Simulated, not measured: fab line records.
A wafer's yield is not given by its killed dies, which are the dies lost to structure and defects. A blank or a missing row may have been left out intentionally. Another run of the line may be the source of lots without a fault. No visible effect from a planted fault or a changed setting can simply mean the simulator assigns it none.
Comparing a struck lot with a sound one ; flow nandHarc ; 15 out of 1302 route steps
Sound: the wafers L317.1, L317.2, L317.4. Struck: wafer L309.6 (left out: L309.4, a lot-mate that was not struck); the cause follows at the end.
Each step with rows lists, per side, the tool, then ch with its chambers, then its first start. Under that, the readings that differ: sound wafers ; struck wafers ; difference of the means ; sigmas: that difference in standard deviations of wafers without a fault.
alike: readings with means less than 2 such deviations apart, plus words and numbers identical on both sides. not compared: withheld readings, readings lacking a value on some wafer, bounds such as >300 that could conceal the same value, and numbers that have no deviation in the record and whose values overlap.
Wherever a step has rows on one side only, a row that says differs or no value, or a row with sigmas, the two part there. Numbers that have no deviation but don't overlap get no sigmas and don't part them. A reading that every wafer of one side lacks parts them only if that side has two wafers or more.

NHARC_A_DECK1_JOINT_CMP_02: polishes SiOx.
  sound on cmp-04 ch 0,1,2, day 18 20:41; struck on cmp-01 ch 1, day 15 17:07
  alike: edgeZonePressureFrac, motorCurrentA
following that, these wafers have no rows for 1 step: NHARC_A_DECK1_JOINT_SRD_15.
NHARC_A_DECK1_JOINT_DEP_16: deposits SiO2, target thk 45 nm.
  sound on pecvd-02 ch 0,1, day 18 21:08; struck on pecvd-02 ch 0, day 15 17:33
  alike: heaterPowerW, throttleValvePct
NHARC_A_DECK1_JOINT_THK_MEAS_17: measures by ellipsometry.
  sound on filmMetro-02 at day 18 21:25; struck on filmMetro-01 at day 15 17:45
  alike: thkNm
NHARC_A_DECK1_JOINT_INSPECT_05:
  sound on defectInspect-01 at day 18 21:27; struck on defectInspect-01 at day 15 17:47
  alike: rawDefectCount
after that, 1 step with no rows for these wafers: NHARC_A_ONON_D2_DEP_00 (target thk 1000 nm).
NHARC_A_ONON_D2_THK_MEAS_02: measures by ellipsometry.
  sound on filmMetro-01 at day 18 22:02; struck on filmMetro-01 at day 15 18:22
reading;sound;struck;difference;sigmas
thkNm (nm);1005 1007 1007;989;-17;-3
after that, 1 step with no rows for these wafers: NHARC_A_ONON_D2_DEP_03 (target thk 1000 nm).
NHARC_A_ONON_D2_THK_MEAS_05: measures by ellipsometry.
  sound on filmMetro-02 at day 18 22:36; struck on filmMetro-01 at day 15 18:56
  alike: thkNm
after that, 1 step with no rows for these wafers: NHARC_A_ONON_D2_DEP_06 (target thk 1000 nm).
NHARC_A_ONON_D2_THK_MEAS_08: measures by ellipsometry.
  sound on filmMetro-01 at day 18 23:10; struck on filmMetro-02 at day 15 19:30
  alike: thkNm
NHARC_A_ONON_D2_DEP_09: target thk 1000 nm.
  sound on pecvdOnon-01 ch 0, day 18 23:13; struck on pecvdOnon-01 ch 0, day 15 19:44
NHARC_A_ONON_D2_THK_MEAS_11: measures by ellipsometry.
  sound on filmMetro-02 at day 18 23:43; struck on filmMetro-01 at day 15 20:04
reading;sound;struck;difference;sigmas
thkNm (nm);1002 1001 1002;676;-326;-33
after that, 1 step with no rows for these wafers: NHARC_A_ONON_D2_DEP_12 (target thk 1000 nm).
-- jump in the record: it breaks off in module A_ONON_D2 and resumes in module END (first step shown: number 1302 of the route), and 12 days separate the struck wafers' starts before and after --
NHARC_END_SORT_01:
  sound on prober-01 ch 0, day 30 18:44; struck on prober-01 ch 0, day 28 02:02
reading;sound;struck;difference;sigmas
killedAtArray;37;673;+636;+33
killedDies;40;677;+637;+34
killedOpen;1;5;+4;+2
  alike: killedAtOther, killedAtPeriphery, killedShort

## WHERE THEY PART
Earliest at NHARC_A_ONON_D2_THK_MEAS_02; latest, in this record, at NHARC_END_SORT_01.

WHY: the cause the simulator had injected
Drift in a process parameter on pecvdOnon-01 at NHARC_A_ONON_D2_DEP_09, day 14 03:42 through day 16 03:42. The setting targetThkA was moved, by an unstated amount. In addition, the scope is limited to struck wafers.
